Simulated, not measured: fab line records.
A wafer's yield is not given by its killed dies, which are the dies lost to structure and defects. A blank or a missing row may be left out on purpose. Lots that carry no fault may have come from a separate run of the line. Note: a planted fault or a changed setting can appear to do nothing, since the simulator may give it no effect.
Code-filled problem report in 8D (eight disciplines) form -- flow nand_harc -- the parts of the form that need people (team, actions taken, sign-off) are left out

## 1. THE ISSUE
Mean of heater_power_total_W at NHARC_A_M1_SOFTBAKE_04: 199.50 W across 2 wafers in 2 lots; on wafers with no fault it is 188.45 W (standard deviation 0.14). Measured from the usual mean, that is +79 standard deviations.
The step: time 55 s.
Earliest sighting: wafer L155.4 on litho_track-04 at day 20 13:00. Wafers with a number at this step in the record: 35, from 12 lots. Rule for "out" (also "out of limits"): further than 4 standard deviations from the usual mean. The other wafers with a number count as sound.

## 2. WHAT THIS IS AND IS NOT
question,is,is not
which readings at this step,heater_power_total_W,exhaust_pa
which lots,"L155, L157","L144, L145, L146, L147, L158, L160, L161, L165, L166, L167"
which wafers of those lots,"L155.4, L157.4","L155.2, L157.2, L157.3"
read on which tools,litho_track-04,"litho_track-01, litho_track-06"
when,from day 20 13:00,"up to then (13 sound wafers); but 20 sound wafers of L157, L158, L160, L161, L165, L166, L167 came after"

## 3. THE SUSPECTS, EACH WITH WHAT RULES IT OUT
Counting: any tool at a process step up to the reading remains a suspect provided it ran every lot that is out. Sound lots after the first of them don't rule it out here, since some wafers of a struck lot are sound.
- litho_track-04 at NHARC_A_M1_SOFTBAKE_04 (time 55 s): kept. It processed each lot that is out (first: L155, day 20 13:00); up to then, its last sound lot is L145 (day 18 01:00). Out on those wafers are its own readings of heater_power_total_W.
After counting, what remains is litho_track-04 at NHARC_A_M1_SOFTBAKE_04.

## 4. THE CAUSE (what the simulator had put in)
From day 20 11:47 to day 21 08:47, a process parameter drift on litho_track-04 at NHARC_A_M1_SOFTBAKE_04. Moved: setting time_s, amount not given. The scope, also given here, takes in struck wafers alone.
After counting, this tool was the only one left.

## 5. SEQUENCE OF EFFECTS, ordered by route
One row per reading whose mean, taken over the struck wafers that have a number, lies over 3 standard deviations from the usual. Scope: only readings with a usual standard deviation given in the record; hours: median across lots of the time from each lot's start at the first step in this table that gives one to its start at this step; sigmas: change in usual standard deviations.
hours,step,reading,usual,on struck wafers,change,sigmas
0,NHARC_A_M1_SOFTBAKE_04,heater_power_total_W,188.45 W,199.50,+11.05,+79
Process steps it contains:
- NHARC_A_M1_SOFTBAKE_04: time 55 s.

## 6. HOW IT WOULD HAVE BEEN CAUGHT EARLIER
In this record the first reading out of limits was taken at day 20 13:00, 1 hour after the fault began at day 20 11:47.
